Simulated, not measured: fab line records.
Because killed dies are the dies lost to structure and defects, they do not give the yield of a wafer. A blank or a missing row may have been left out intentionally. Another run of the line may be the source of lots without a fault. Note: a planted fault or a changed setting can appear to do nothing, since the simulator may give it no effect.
The tool behind it: which one? :: flow nand-harc :: 19 wafers from 7 lots sampled at 3 of the route's 1302 steps

WHAT EACH GAUGE READ, for each wafer
NHARC_A_ONON_D1_THK_MEAS_18: measures by ellipsometry.
lot: L206
measured: day 8 14:46
on: film-metro-01
thk-nm (nm): 993 993 995

lot: L209
measured: day 9 18:06
on: film-metro-01
thk-nm (nm): 999 999 999

lot: L211
measured: day 10 20:11
on: film-metro-02
thk-nm (nm): 986 986 987

lot: L213
measured: day 11 10:02
on: film-metro-01
thk-nm (nm): 1015 1015 1013

lot: L218
measured: day 14 07:16
on: film-metro-01
thk-nm (nm): 1004 1005 1005

lot: L219
measured: day 14 07:38
on: film-metro-02
thk-nm (nm): 1532 1532

lot: L228
measured: day 17 23:44
on: film-metro-02
thk-nm (nm): 1006 1006 1005

TOOL THAT RAN EACH LOT (tool first, then ch and the chambers of the sampled wafers, then the start)
lot: L206
NHARC_P_BONDPAD_ACTIVATE_29: rie-diel-10 ch 1,2,3, day 7 04:28
NHARC_A_ONON_D1_DEP_16: pecvd-onon-01 ch 0, day 8 14:15

lot: L209
NHARC_P_BONDPAD_ACTIVATE_29: rie-diel-08 ch 1,2,3, day 8 08:19
NHARC_A_ONON_D1_DEP_16: pecvd-onon-01 ch 0, day 9 17:35

lot: L211
NHARC_P_BONDPAD_ACTIVATE_29: rie-diel-09 ch 0,3, day 9 05:14
NHARC_A_ONON_D1_DEP_16: pecvd-onon-01 ch 0, day 10 19:40

lot: L213
NHARC_P_BONDPAD_ACTIVATE_29: rie-diel-08 ch 0,1, day 10 00:18
NHARC_A_ONON_D1_DEP_16: pecvd-onon-02 ch 0, day 11 09:35

lot: L218
NHARC_P_BONDPAD_ACTIVATE_29: rie-diel-10 ch 0,1,2, day 12 17:54
NHARC_A_ONON_D1_DEP_16: pecvd-onon-01 ch 0, day 14 06:52

lot: L219
NHARC_P_BONDPAD_ACTIVATE_29: rie-diel-09 ch 1, day 12 20:49
NHARC_A_ONON_D1_DEP_16: pecvd-onon-02 ch 0, day 14 07:20

lot: L228
NHARC_P_BONDPAD_ACTIVATE_29: rie-diel-08 ch 1,2, day 16 07:50
NHARC_A_ONON_D1_DEP_16: pecvd-onon-01 ch 0, day 17 23:20
- NHARC_P_BONDPAD_ACTIVATE_29: chemistry N2, time 60 s.
- NHARC_A_ONON_D1_DEP_16: target thk 1000 nm.

THE ANSWER, worked out from the rows above alone
Rule: the lots themselves supply what counts as usual. The widest of any qualifying gaps counts: lots, ordered by their means at a reading, are off when they make up no more than a third of the lots, leave a main group of 4 or more, and stand apart from it by 3 or more times the standard deviation of that group's means. The tables above print the reading to a certain number of digits; a main group whose means all agree to those digits is not used. A lot without any number at a reading at which 4 lots or more have one is off too. The other lots that the step has rows for count as sound.
Off: L219, at NHARC_A_ONON_D1_THK_MEAS_18 (thk-nm). For the main group the mean is 1001 nm and the standard deviation 9.
A tool fits if, at a process step before that reading, it ran every lot that is off, and no sound lot after the first of them. Gauges at NHARC_A_ONON_D1_THK_MEAS_18: tried the same way as those tools. Can't be told from this: 2 tools fit, rie-diel-09 at NHARC_P_BONDPAD_ACTIVATE_29, pecvd-onon-02 at NHARC_A_ONON_D1_DEP_16.

WHAT THE SIMULATOR PUT IN
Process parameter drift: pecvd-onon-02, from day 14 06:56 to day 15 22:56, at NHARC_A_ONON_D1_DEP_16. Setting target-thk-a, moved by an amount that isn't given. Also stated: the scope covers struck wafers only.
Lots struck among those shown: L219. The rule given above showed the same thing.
